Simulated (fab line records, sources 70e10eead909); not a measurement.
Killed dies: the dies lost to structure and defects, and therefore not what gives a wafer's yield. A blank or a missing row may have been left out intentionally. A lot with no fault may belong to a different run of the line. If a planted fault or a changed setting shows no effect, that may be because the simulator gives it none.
A lot that was struck, set against a sound lot / flow nand-harc / 13 steps out of a route of 1302
Sound: these wafers, L462.1, L462.4, L462.5. Wafers struck: L472.3, L472.4, L472.5. The cause is given at the end.
Per side, at each step with rows, come the tool, then ch with its chambers, and then its first start. Under that, the readings that differ: sound wafers / struck wafers / difference of the means / sigmas: that difference in standard deviations of wafers without a fault.
alike: readings whose means differ by less than 2 such deviations, and words and numbers that are the same on both sides. not compared: withheld readings, readings that some wafer has no value for, bounds like >300 that may hide the same value, and numbers for which the record gives no deviation and whose values overlap.
The two part at a step that has a row with sigmas, a row that says differs or no value, or rows on one side only. Numbers that have no deviation but don't overlap get no sigmas and don't part them. A reading that every wafer of one side lacks parts them only if that side has two wafers or more.

NHARC_A_CHANNEL_FILL_D2_ALD_15: deposits SiNx, target thk 2 nm, pulse time 60 s, ald cycles 19.
  sound: ald-sin-batch-01 ch 0; struck: ald-sin-batch-01 ch 0
  alike: chamber-pressure-Torr, precursor-pulse-height-rel
NHARC_A_CHANNEL_FILL_D2_ALD_16: deposits SiO2, target thk 1.5 nm, pulse time 10 s, ald cycles 15.
  sound on ald-hk-02 ch 1,3, day 14 02:29; struck on ald-hk-01 ch 0,1,2, day 18 11:52
  alike: heater-power-outer-w, heater-power-w, precursor-pulse-height-rel
then, 2 steps without rows for these wafers: NHARC_A_CHANNEL_FILL_D2_ANNEAL_17 (time 1800 s); NHARC_A_CHANNEL_FILL_D2_CVD_18 (deposits poly-Si, target thk 3 nm).
NHARC_A_CHANNEL_FILL_D2_ETCHBACK_19: etches the open film in HBr/Cl2, target depth 5 nm, time 1.7 s.
  sound on rie-si-05 ch 0,2, day 14 14:27; struck on rie-si-05 ch 1,3, day 18 23:50
  alike: drypump-motor-current-A, he-backside-leak-sccm, mfc-cl2-sccm, oes-product-au, throttle-valve-pct
  not compared: rf-hours-counter-h
NHARC_A_CHANNEL_FILL_D2_ETCHBACK_20: etches the open film in C4F8/O2/Ar, target depth 27 nm, time 13.5 s.
  sound on rie-diel-05 ch 2,3, day 14 14:34; struck on rie-diel-05 ch 0,2, day 18 23:58
  alike: oes-product-au, rf-vpp-V
  not compared: rf-hours-counter-h
NHARC_A_CHANNEL_FILL_D2_STRIP_28: strips in O2, time 20 s.
  sound on rie-diel-05 ch 0,2,3, day 14 14:40; struck on rie-diel-05 ch 0,3, day 19 00:04
  alike: drypump-motor-current-A, oes-product-au, rf-vpp-V, showerhead-plenum-p-Torr, throttle-valve-pct
  not compared: rf-hours-counter-h
then, 4 steps without rows for these wafers: NHARC_A_CHANNEL_FILL_D2_PRECLEAN_21 (cleans in dHF, time 30 s); NHARC_A_CHANNEL_FILL_D2_SRD_23; NHARC_A_CHANNEL_FILL_D2_CVD_05 (deposits poly-Si, target thk 5 nm); NHARC_A_CHANNEL_FILL_D2_ANNEAL_22 (time 7200 s).
NHARC_A_CHANNEL_FILL_D2_ALD_25: deposits SiOx, target thk 60 nm, pulse time 10 s, ald cycles 600.
  sound on ald-hk-02 ch 1,2,3, day 15 03:55; struck on ald-hk-02 ch 0,1, day 19 14:21
  no value came back on the struck wafers for ald-cycles, heater-power-outer-w (W), heater-power-w (W), precursor-pulse-height-rel; on the sound wafers ald-cycles reads 600 600 600
then, 1 step without rows for these wafers: NHARC_A_CHANNEL_FILL_D2_ETCHBACK_08 (etches the open film in C4F8, target depth 220 nm, time 110 s).

## WHERE THEY PART
Only at NHARC_A_CHANNEL_FILL_D2_ALD_25, as far as this record shows.

WHY: what had been put in by the simulator
Entire step skipped (ald-hk-02, NHARC_A_CHANNEL_FILL_D2_ALD_25), from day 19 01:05 onward. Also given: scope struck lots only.
